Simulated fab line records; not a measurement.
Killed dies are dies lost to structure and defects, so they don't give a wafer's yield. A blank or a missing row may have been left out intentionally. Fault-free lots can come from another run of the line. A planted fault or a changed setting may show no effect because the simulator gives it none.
A struck lot beside a sound one | flow n5 finfet | 38 out of 1938 route steps
Sound: these wafers, L356.4, L356.5, L356.6. The struck wafers were L355.4, L355.5, L355.6. At the end, the cause is stated.
At each step with rows: each side's tool, then ch and its chambers, then its first start. Under that, the readings that differ: sound wafers | struck wafers | difference of the means | sigmas: that difference in standard deviations of wafers without a fault.
alike: a reading whose means differ by less than 2 such deviations, as well as words and numbers matching on both sides. not compared: withheld readings; readings where some wafer has no value; bounds like >300 that might hide an equal value; numbers whose values overlap and for which the record gives no deviation.
The two part at a step that has a row with sigmas, a row that says differs or no value, or rows on one side only. Numbers that have no deviation but don't overlap get no sigmas and don't part them. Lack of a reading on every wafer of one side parts them only where that side has two or more wafers.

first, 9 steps without rows for these wafers: N5_BEOL_M4_ANNEAL_95 (time 240 s); N5_BEOL_M4_SPUTTER_96 (material Cu, target thk 4.5 nm, time 8.29 s); N5_BEOL_M4_ECD_50 (material Cu, target thk 300 nm); N5_BEOL_M4_ANNEAL_51 (time 90 s); N5_BEOL_M4_CMP_52 (polishes, stops on SiOC, t overpolish 6.8 s, target thk 40 nm); N5_BEOL_M4_PRE_CLEAN_60 (time 15 s); N5_BEOL_M4_CO_CAP_55 (material Co, precursor CCTBA/H2, target thk 2 nm, time 102.1 s); N5_BEOL_M4_PRE_CLEAN_56 (time 15 s); N5_BEOL_M4_DEP_57 (deposits SiCN from 3MS/NH3, target thk 8 nm, time 14 s).
N5_BEOL_M4_RC_MEAS_101:
  sound on prober-02 ch 0, day 12 20:25; struck on prober-01 ch 0, day 12 21:39
  reading        | sound                | struck               | difference | sigmas
  IOFF_P (nA/um) | 0.27 0.20 0.25       | 0.16 0.19 0.15       | -0.07      | -2
  VT_P (mV)      | -249.1 -248.6 -246.8 | -256.1 -254.5 -258.0 | -8.0       | -3
  alike: DIBL_N, DIBL_P, IOFF_N, ION_N, ION_P, SS_N, SS_P, VT_N
then, 24 steps without rows for these wafers: N5_BEOL_M5_ILD_DEP_00 (deposits SiCOH lowk from DEMS/porogen, target thk 140.64 nm, time 25.9 s); N5_BEOL_M5_CURE_79 (cures SiCOH lowk, time 240 s); N5_BEOL_M5_PECVD_70 (deposits SiO2 from TEOS/O2, target thk 16 nm, time 18 s); N5_BEOL_M5_HM_DEP_02 (deposits TiN, target thk 20 nm); N5_BEOL_M5_COAT_59 (time 60 s, resist thk 60 nm); N5_BEOL_M5_COAT_60 (time 60 s, resist thk 12 nm); N5_BEOL_M5_COAT_71 (time 60 s, resist thk 5 nm); N5_BEOL_M5_COAT_05 (resist thk 30 nm); N5_BEOL_M5_EBR_07; N5_BEOL_M5_SOFTBAKE_06 (time 60 s); N5_BEOL_M5_EXPOSE_08 (exposes mask M5, target cd 28 nm); N5_BEOL_M5_PEB_09 (peb time 60 s); N5_BEOL_M5_DEVELOP_10 (develop time 30 s); N5_BEOL_M5_DESCUM_16 (chemistry O2, time 7 s); N5_BEOL_M5_ETCH_72 (etches underlayer in N2/H2, target depth 6.5 nm, time 5.2 s); N5_BEOL_M5_ETCH_61 (etches SiARC in CF4, target depth 15.6 nm, time 26 s); N5_BEOL_M5_ETCH_62 (etches SOC in N2/H2, target depth 75 nm, overetch 15 nm, time 112.5 s); N5_BEOL_M5_STRIP_63 (strips in N2/H2); N5_BEOL_M5_STRIP_73 (strips in N2/H2); N5_BEOL_M5_STRIP_64 (strips in CF4); N5_BEOL_M5_HM_OPEN_17 (chemistry Cl2/BCl3, target TiN, target depth 20 nm, overetch 6 nm); N5_BEOL_M5_STRIP_19 (strips in O2); N5_BEOL_M5_COAT_65 (time 60 s, resist thk 60 nm); N5_BEOL_M5_COAT_66 (time 60 s, resist thk 12 nm).
-- here the record skips 3 days between the struck wafers' starts before and after, leaving off in module BEOL_M5 and picking up in module BEOL_M14 (first step shown: number 1750 of the route) --
N5_BEOL_M14_ETCH_67: etches SiARC in CF4, target depth 143 nm, time 238.3 s.
  sound on rie diel-02 ch 0,1, day 16 04:00; struck on rie diel-06 ch 0,1,3, day 16 03:18
  no value came back on the struck wafers for any of 9 readings (bias w (W), cf4 flow sccm (sccm) and others); on the sound wafers bias w (W) reads 35.98 36.11 36.08
  reading                                    | sound             | struck          | difference | sigmas
  model.coat_of_BEOL_M14_COAT_22.thk nm (nm) | 212.8 211.8 212.8 | 282.6 283 282.4 | +70.2      |
  model.BEOL_M14.cd nm (nm)                  | 280.4 279.4 281.6 | 284.8 284.4 284 | +3.9       |
  not compared: rf hours counter h
N5_BEOL_M14_OCD_MEAS_35:
  sound on ocd-02 at day 16 04:35; struck on ocd-01 at day 16 03:49
  reading              | sound       | struck | difference                    | sigmas
  trench depth nm (nm) | 523 526 523 | - - -  | no value on the struck wafers |
N5_BEOL_M14_ETCH_38: etches SiCN in CF4/N2, target depth 106.5 nm, time 120.6 s.
  sound: rie diel-03 ch 1,2,3; struck: rie diel-06 ch 0,1,3
  alike: bias w, cf4 flow sccm, drypump motor current A, oes product au, rf fwd power W, rf vpp V, showerhead plenum p Torr, throttle valve pct
  not compared: rf hours counter h, model.BEOL_M14.cd nm
N5_PASSIVATION_PROBE_49:
  only the struck wafers here have rows in the record (prober-02, day 17 04:32); the sound ones have none

== WHERE THEY PART ==
Earliest at N5_BEOL_M4_RC_MEAS_101; latest, in this record, at N5_PASSIVATION_PROBE_49.

WHY: the cause the simulator had injected
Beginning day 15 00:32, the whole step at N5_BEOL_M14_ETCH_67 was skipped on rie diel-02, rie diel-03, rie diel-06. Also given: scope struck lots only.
